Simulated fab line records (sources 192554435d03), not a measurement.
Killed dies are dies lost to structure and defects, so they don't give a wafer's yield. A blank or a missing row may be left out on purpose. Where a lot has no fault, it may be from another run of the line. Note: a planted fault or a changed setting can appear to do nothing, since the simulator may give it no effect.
fab line records | flow n5Finfet | part 1 of 2: steps 1 to 4 of 6
record lots=18 wafers=54 lastDay=17
route steps=1938 shown BEOL_M10@1474 BEOL_M11@1550
lots that met no fault: from a run of the same line without faults
startH: the number of hours between the record's first day and the start of the first shown wafer of the lot | waitH: time in hours since the lot's previous step | " unchanged from the row above | L1.1+2: one row covering several wafers at once | - no value present, or no start provided | * or withheld: withheld | < > ~ a bound
route shown NAME@n: a module of which the file shows steps, and the number in the route of the first | usual: the fault-free wafers' mean and standard deviation | same: alike in all rows | chamber/n: place in a boat | sites: readings site by site | _std_site: standard deviation of those values | _edge_site: the outer-site mean with the inner-site mean subtracted | radiusMm: for every site, how far away it sits from the centre of the wafer | mask NAME#n: copy n | behind: the last tool/chamber to shape the wafer | hold: the reason the lot was held/the length of the hold in hours/how it ended | device: names the non-switching transistor (n, p or np) | end of line: at the end of the route, the tests of the same wafers | where a step has no rows: the recipe by itself | killed: dies that structure and defects cost at the first sort, which is not the same as the wafer's yield | map: dies across one wafer; x = killed, . = not, _ = none there
set.NAME: the setting that was run; set.NAME@STEP: the one run at that earlier step | model.NAME: the simulator's own value behind a step, which no gauge read
a sample of lots followed through the steps of the route, with each step as a table and each wafer as a row
services: from which hour (startH, from the record's first day; less than 0 if before it) a tool's chamber was out of use, for how many hours, and why
## steps
# step N5_BEOL_M10_HM_DEP_02
# recipe material=TiN targetThkA=200 tempC=25 chamberPressurePa=0.49996
# usual throttleValvePct=30.0/0.87
# columns lot.wafer tool chamber startH waitH throttleValvePct
L074.2 pvdSputter-02 - 234.73 1.3 30.6
L074.4 " - " " 29.9
L074.5 " - " " 29.6
L076.1 pvdSputter-03 - 241.77 0.7 31.2
L076.2 " - " " 30.7
L076.6 " - " " 31.4
L077.2 pvdSputter-01 - 249.17 1.7 29.1
L077.3 " - " " 28.3
L077.4 " - " " 30.3
L081.2 pvdSputter-01 - 256.12 1.5 30.2
L081.3 " - " " 30.2
L081.5 " - " " 30.5
L080.1 pvdSputter-02 - 262.69 2.0 29.9
L080.2 " - " " 30.9
L080.6 " - " " 29.7
L079.3 pvdSputter-02 - 262.99 1.0 29.7
L079.4 " - " " 30.6
L079.6 " - " " 29.8
L083.1 pvdSputter-02 - 263.09 1.1 30.6
L083.2 " - " " 29.6
L083.3 " - " " 29.9
L082.2 pvdSputter-01 - 267.99 1.1 30.6
L082.5 " - " " 30.4
L082.6 " - " " 28.3
L084.1 pvdSputter-03 - 284.25 1.2 31.8
L084.3 " - " " 31.2
L084.6 " - " " 30.9
L085.1 pvdSputter-02 - 287.11 0.8 29.5
L085.2 " - " " 30.7
L085.6 " - " " 31.0
L086.4 pvdSputter-01 - 300.06 1.5 30.4
L086.5 " - " " 30.4
L086.6 " - " " 28.8
L088.2 pvdSputter-01 - 303.40 0.4 30.5
L088.3 " - " " 28.4
L088.6 " - " " 29.3
L092.1 pvdSputter-02 - 319.32 2.0 29.5
L092.4 " - " " 29.8
L092.5 " - " " 30.7
L087.1 pvdSputter-02 - 319.42 1.6 29.7
L087.3 " - " " 29.8
L087.5 " - " " 30.0
L091.1 pvdSputter-01 - 330.40 1.8 30.5
L091.3 " - " " 30.3
L091.4 " - " " 28.4
L090.1 pvdSputter-01 - 330.50 1.8 28.3
L090.4 " - " " 30.2
L090.6 " - " " 30.4
L094.2 pvdSputter-01 - 330.84 1.4 30.3
L094.5 " - " " 30.4
L094.6 " - " " 28.3
L095.1 pvdSputter-03 - 364.08 1.4 30.8
L095.3 " - " " 31.9
L095.4 " - " " 31.3
# step N5_BEOL_M10_STRIP_67
# recipe chemistry=CF4 resist=SiARC powerW=300 biasPowerW=75 pressureMtorr=50 cf4FlowSccm=150 rfFrequencyHz=6e+07
# usual biasPowerW=74.99/0.26 cf4FlowSccm=150.0/0.45 chamberPressureMTorr=50.01/0.053 drypumpMotorCurrentA=5.9/0.42 oesProductAu=0.76/0.069 rfVppV=271.1/1.2 showerheadPlenumPTorr=1.79/0.052 throttleValvePct=13.66/0.19
# columns lot.wafer tool chamber startH waitH biasPowerW cf4FlowSccm chamberPressureMTorr drypumpMotorCurrentA oesProductAu rfHoursCounterH rfVppV showerheadPlenumPTorr throttleValvePct
L074.2 rieDiel-06 0 235.60 0.0 75.18 149.4 50.07 5.8 0.77 141 272.7 1.89 13.72
L074.4 " 3 " " 75.41 149.7 50.12 5.3 0.83 - 272.2 1.81 13.50
L074.5 " 0 " " 74.55 150.1 49.99 5.7 0.76 - 273.6 1.88 13.74
L076.1 rieDiel-03 3 242.60 0.0 74.36 149.2 50.01 6.3 0.82 98 270.2 1.75 13.29
L076.2 " 0 " " 74.98 149.8 50.07 6.0 0.70 194 269.6 1.77 13.91
L076.6 " 1 " " 74.69 150.7 50.02 5.4 0.80 - 272.3 1.82 13.84
L077.2 rieDiel-06 0 249.99 0.0 75.00 150.5 50.12 5.7 0.76 146 272.1 1.88 13.73
L077.3 " 3 " " 75.33 150.5 50.00 5.3 0.82 62 270.6 1.81 13.52
L077.4 " 1 " " 75.02 150.1 49.98 6.5 0.95 3 272.5 1.82 13.34
L081.2 rieDiel-03 2 256.99 0.0 74.79 150.4 49.97 5.4 0.71 207 269.9 1.78 13.51
L081.3 " 3 " " 74.59 149.8 49.99 6.3 0.81 103 271.5 1.75 13.30
L081.5 " 0 " " 74.79 150.2 50.05 6.1 0.69 - 270.3 1.77 13.91
L080.1 rieDiel-01 2 263.50 0.0 75.15 150.0 50.05 6.2 0.86 60 271.0 1.82 13.60
L080.2 " 0 " " 75.20 150.3 50.08 6.5 0.76 171 273.2 1.87 13.81
L080.6 " 0 " " 75.17 150.3 50.00 6.5 0.76 - 272.9 1.87 13.79
L079.3 rieDiel-03 1 263.80 0.0 75.67 149.7 50.14 5.5 0.79 101 271.8 1.82 13.83
L079.4 " 0 " " 74.76 149.8 49.98 6.1 0.69 202 271.4 1.77 13.92
L079.6 " 3 " " 75.09 149.4 50.01 6.3 0.80 - 270.6 1.75 13.33
L083.1 rieDiel-06 3 263.96 0.0 75.36 150.0 50.00 5.3 0.81 67 271.4 1.81 13.50
L083.2 " 2 " " 75.02 150.4 49.95 5.4 0.72 224 271.3 1.77 13.66
L083.3 " 1 " " 74.57 150.4 50.01 6.5 0.93 9 272.9 1.82 13.37
L082.2 rieDiel-01 2 268.81 0.0 75.09 149.7 50.02 6.3 0.85 63 271.9 1.82 13.61
L082.5 " 2 " " 75.00 149.5 50.00 6.2 0.85 - 271.5 1.82 13.62
L082.6 " 1 " " 74.90 149.7 49.90 5.9 0.70 - 268.4 1.69 13.65
L084.1 rieDiel-01 1 285.83 0.0 74.52 150.2 49.96 6.0 0.69 210 270.2 1.69 13.64
L084.3 " 2 " " 75.08 149.3 49.95 6.2 0.85 71 271.1 1.81 13.64
L084.6 " 2 " " 75.16 149.4 50.00 6.2 0.84 - 272.4 1.81 13.63
L085.1 rieDiel-03 2 287.80 0.0 74.72 149.9 49.96 5.4 0.70 218 270.6 1.78 13.54
L085.2 " 3 " " 74.93 150.4 49.95 6.3 0.80 115 269.3 1.75 13.35
L085.6 " 0 " " 75.04 149.8 49.98 6.1 0.69 - 271.6 1.77 13.94
L086.4 rieDiel-03 0 300.88 0.0 74.64 149.7 50.02 6.1 0.69 214 271.2 1.77 13.95
L086.5 " 3 " " 75.11 149.6 50.02 6.3 0.79 - 268.9 1.75 13.35
L086.6 " 0 " " 74.74 150.0 49.98 6.1 0.69 - 269.9 1.77 13.95
L088.2 rieDiel-06 3 304.22 0.0 75.14 150.3 49.91 5.3 0.80 81 272.6 1.81 13.57
L088.3 " 0 " " 74.76 149.5 50.00 5.7 0.74 164 271.9 1.88 13.78
L088.6 " 1 " " 74.33 150.6 50.05 6.5 0.89 - 271.8 1.82 13.39
L092.1 rieDiel-01 1 320.13 0.0 75.30 149.9 49.96 6.0 0.68 222 267.6 1.69 13.69
L092.4 " 0 " " 75.40 149.9 49.98 6.4 0.74 193 272.9 1.86 13.84
L092.5 " 1 " " 74.72 149.9 50.08 5.9 0.68 - 269.2 1.69 13.70
L087.1 rieDiel-03 2 320.35 0.0 74.85 150.2 50.03 5.4 0.69 227 270.7 1.77 13.56
L087.3 " 1 " " 75.10 149.7 50.05 5.5 0.78 120 271.2 1.81 13.87
L087.5 " 1 " " 75.12 150.5 50.06 5.5 0.77 - 271.1 1.81 13.88
L091.1 rieDiel-06 1 331.10 0.0 74.88 150.5 50.08 6.5 0.88 31 272.3 1.82 13.42
L091.3 " 2 " " 75.04 150.5 50.06 5.4 0.71 247 271.7 1.76 13.72
L091.4 " 3 " " 75.07 150.4 50.06 5.3 0.79 88 271.2 1.80 13.58
L090.1 rieDiel-06 0 331.35 0.0 74.86 150.9 49.96 5.7 0.74 174 272.6 1.88 13.80
L090.4 " 3 " " 74.73 150.6 50.02 5.3 0.79 88 271.0 1.80 13.55
L090.6 " 0 " " 74.79 150.9 50.01 5.7 0.74 - 273.8 1.88 13.80
L094.2 rieDiel-06 1 331.67 0.0 75.26 150.2 49.97 6.5 0.89 31 270.8 1.82 13.44
L094.5 " 0 " " 75.05 149.4 50.03 5.7 0.74 - 271.5 1.88 13.79
L094.6 " 3 " " 74.90 150.9 50.05 5.3 0.79 - 272.4 1.80 13.56
L095.1 rieDiel-01 3 364.90 0.0 75.18 151.0 49.98 6.1 0.89 28 272.2 1.75 13.46
L095.3 " 1 " " 74.75 149.5 50.01 6.0 0.67 240 270.0 1.68 13.73
L095.4 " 3 " " 75.50 150.6 50.01 6.1 0.89 - 269.9 1.75 13.47
# step N5_BEOL_M10_ETCH_65
# recipe chemistry=CF4 target=SiARC targetDepthA=390 maskMaterial=CAR-ArF timeS=65 ionEnergyEv=80 pressureMtorr=40 sourceW=545 biasW=36 Ar_flow_sccm=100 cf4FlowSccm=100 ends=cleared
# usual cf4FlowSccm=100.00/0.29 chamberPressureMTorr=40.00/0.037 drypumpMotorCurrentA=5.9/0.42 etchRfOnTimeS=65.9/2.3 oesProductAu=0.65/0.062 rfVppV=184.0/0.99 showerheadPlenumPTorr=2.14/0.055 throttleValvePct=15.70/0.2
# columns lot.wafer tool chamber startH waitH cf4FlowSccm chamberPressureMTorr drypumpMotorCurrentA etchRfOnTimeS oesProductAu rfHoursCounterH rfVppV showerheadPlenumPTorr throttleValvePct
L074.2 rieDiel-03 1 237.21 0.0 99.78 40.02 5.5 64.7 0.69 92 184.6 2.17 15.84
L074.4 " 3 " " 99.86 40.03 6.3 66.6 0.69 96 183.4 2.08 15.29
L074.5 " 1 " " 100.18 39.95 5.4 65.4 0.68 - 184.9 2.17 15.83
L076.1 rieDiel-03 0 245.38 0.0 100.33 40.03 6.1 62.6 0.61 195 182.2 2.13 15.99
L076.2 " 3 " " 99.74 40.01 6.3 66.3 0.69 99 185.2 2.08 15.30
L076.6 " 1 " " 100.35 40.07 5.5 65.2 0.68 - 184.1 2.17 15.85
L077.2 rieDiel-01 0 251.98 0.0 100.21 40.01 6.5 70.0 0.63 166 183.8 2.22 15.78
L077.3 " 1 " " 100.35 40.00 6.0 67.4 0.59 195 182.2 2.04 15.68
L077.4 " 2 " " 99.70 40.03 6.2 65.7 0.73 55 183.8 2.17 15.67
L081.2 rieDiel-03 2 258.36 0.0 100.33 40.00 5.4 68.0 0.59 207 182.3 2.12 15.50
L081.3 " 3 " " 99.61 39.99 6.3 65.9 0.69 104 183.2 2.08 15.30
L081.5 " 0 " " 100.49 40.03 6.1 63.4 0.61 - 182.7 2.13 15.99
L080.1 rieDiel-06 3 264.38 0.0 99.55 39.99 5.3 68.9 0.66 68 185.2 2.18 15.64
L080.2 " 2 " " 99.78 40.00 5.4 67.0 0.60 224 184.9 2.11 15.63
L080.6 " 2 " " 99.94 39.98 5.4 67.5 0.60 - 182.8 2.11 15.63
L079.3 rieDiel-06 1 264.84 0.0 100.48 39.99 6.5 63.7 0.80 9 184.8 2.19 15.47
L079.4 " 0 " " 100.03 39.92 5.7 63.1 0.66 152 184.7 2.24 15.77
L079.6 " 1 " " 100.18 40.04 6.5 63.5 0.80 - 184.2 2.19 15.47
L083.1 rieDiel-01 0 265.07 0.0 99.74 40.04 6.5 69.7 0.62 172 185.1 2.22 15.78
L083.2 " 1 " " 99.88 39.99 5.9 67.4 0.58 201 182.6 2.04 15.69
L083.3 " 2 " " 99.69 39.97 6.2 65.6 0.72 61 186.1 2.17 15.67
L082.2 rieDiel-01 1 270.88 0.0 100.23 40.05 5.9 67.3 0.58 204 184.2 2.04 15.69
L082.5 " 0 " " 99.33 39.96 6.5 70.1 0.62 - 185.2 2.22 15.78
L082.6 " 2 " " 100.02 40.00 6.2 64.9 0.72 - 185.1 2.17 15.71
L084.1 rieDiel-03 3 286.89 0.0 99.92 39.98 6.3 65.2 0.68 114 182.5 2.08 15.36
L084.3 " 1 " " 99.83 40.05 5.4 64.5 0.67 109 183.8 2.16 15.88
L084.6 " 0 " " 100.44 40.04 6.1 62.5 0.60 - 183.7 2.13 16.01
L085.1 rieDiel-06 2 288.64 0.0 100.13 39.99 5.4 67.7 0.59 233 183.9 2.11 15.64
L085.2 " 3 " " 99.83 39.99 5.3 69.1 0.67 76 183.1 2.18 15.68
L085.6 " 1 " " 100.24 40.06 6.5 64.2 0.78 - 185.9 2.18 15.49
L086.4 rieDiel-03 2 301.83 0.0 99.44 40.03 5.4 67.9 0.58 221 183.8 2.11 15.52
L086.5 " 1 " " 99.69 39.94 5.5 65.7 0.66 - 183.0 2.16 15.87
L086.6 " 2 " " 99.39 40.00 5.4 68.1 0.58 - 185.6 2.11 15.50
L088.2 rieDiel-01 1 305.19 0.0 100.03 39.98 6.0 67.8 0.57 217 182.7 2.03 15.73
L088.3 " 3 " " 100.19 40.04 6.1 61.4 0.81 10 184.5 2.10 15.50
L088.6 " 3 " " 100.31 40.01 6.1 61.2 0.82 - 183.9 2.10 15.51
L087.1 rieDiel-03 1 325.20 0.0 99.91 39.98 5.4 64.7 0.66 121 183.7 2.16 15.89
L087.3 " 2 " " 99.83 39.99 5.4 67.8 0.57 228 184.1 2.11 15.54
L087.5 " 0 " " 100.35 39.98 6.1 62.9 0.59 - 184.1 2.12 16.02
L092.1 rieDiel-06 1 325.34 0.0 99.92 40.00 6.5 64.1 0.76 29 184.2 2.18 15.50
L092.4 " 2 " " 99.88 39.96 5.4 68.0 0.59 246 183.2 2.10 15.68
L092.5 " 3 " " 100.29 40.04 5.3 68.8 0.66 - 185.0 2.17 15.65
L091.1 rieDiel-01 2 331.75 0.0 100.26 40.03 6.2 64.8 0.70 86 184.9 2.16 15.74
L091.3 " 1 " " 100.59 40.07 6.0 67.5 0.57 224 182.9 2.03 15.71
L091.4 " 2 " " 99.64 39.96 6.2 65.5 0.70 - 184.4 2.16 15.72
L090.1 rieDiel-03 2 332.30 0.0 99.65 40.05 5.3 68.0 0.57 231 183.2 2.11 15.54
L090.4 " 0 " " 99.71 40.01 6.1 63.9 0.58 226 184.0 2.12 16.03
L090.6 " 3 " " 100.25 39.93 6.3 65.4 0.67 - 185.5 2.07 15.37
L094.2 rieDiel-01 0 332.52 0.0 100.00 40.00 6.4 70.3 0.60 197 184.6 2.21 15.82
L094.5 " 0 " " 100.24 39.93 6.4 70.0 0.60 - 184.5 2.21 15.84
L094.6 " 2 " " 100.00 40.01 6.2 65.8 0.70 - 184.5 2.16 15.73
L095.1 rieDiel-01 1 365.95 0.0 100.29 39.94 5.9 68.8 0.56 240 182.8 2.03 15.75
L095.3 " 2 " " 100.51 40.01 6.2 65.2 0.69 102 182.3 2.16 15.76
L095.4 " 0 " " 100.22 40.00 6.4 70.4 0.60 203 185.9 2.21 15.85
# step N5_BEOL_M11_OVL_MEAS_12
# recipe pointsPerWafer=44
# usual M11_OVL=0.7/0.83
# columns lot.wafer tool chamber startH waitH M11_OVL[nm]
L074.2 overlay-02 0 242.27 0.0 0.6
L074.4 " 0 " " -0.2
L074.5 " 0 " " 0.3
L076.1 overlay-02 0 253.04 0.0 0.4
L076.2 " 0 " " 0.4
L076.6 " 0 " " 0.5
L077.2 overlay-01 0 256.79 0.0 1.3
L077.3 " 0 " " 2.3
L077.4 " 0 " " 1.5
L081.2 overlay-02 0 263.69 0.0 0.5
L081.3 " 0 " " 0.3
L081.5 " 0 " " 0.4
L079.3 overlay-02 0 269.61 0.0 2.3
L079.4 " 0 " " 1.5
L079.6 " 0 " " 1.0
L080.1 overlay-01 0 271.67 0.0 0.0
L080.2 " 0 " " 0.6
L080.6 " 0 " " -0.2
L083.1 overlay-01 0 272.03 0.0 2.0
L083.2 " 0 " " 1.9
L083.3 " 0 " " 1.9
L082.2 overlay-01 0 275.53 0.0 1.0
L082.5 " 0 " " 1.4
L082.6 " 0 " " 0.9
L084.1 overlay-01 0 294.98 0.0 1.6
L084.3 " 0 " " 1.7
L084.6 " 0 " " 1.0
L085.1 overlay-02 0 295.50 0.0 1.3
L085.2 " 0 " " 1.8
L085.6 " 0 " " 1.0
L086.4 overlay-01 0 309.71 0.0 0.9
L086.5 " 0 " " 0.2
L086.6 " 0 " " 0.5
L088.2 overlay-01 0 310.40 0.0 1.5
L088.3 " 0 " " 1.2
L088.6 " 0 " " 1.5
L087.1 overlay-02 0 331.34 0.0 0.4
L087.3 " 0 " " -0.8
L087.5 " 0 " " -1.0
L092.1 overlay-01 0 331.56 0.0 -0.1
L092.4 " 0 " " 0.2
L092.5 " 0 " " 0.4
L090.1 overlay-01 0 337.12 0.0 1.6
L090.4 " 0 " " 1.7
L090.6 " 0 " " 2.3
L091.1 overlay-02 0 337.28 0.0 -0.4
L091.3 " 0 " " 0.1
L091.4 " 0 " " 0.2
L094.2 overlay-02 0 337.94 0.0 0.6
L094.5 " 0 " " 1.4
L094.6 " 0 " " 0.8
L095.1 overlay-01 0 373.03 0.0 -0.6
L095.3 " 0 " " -1.0
L095.4 " 0 " " -1.0
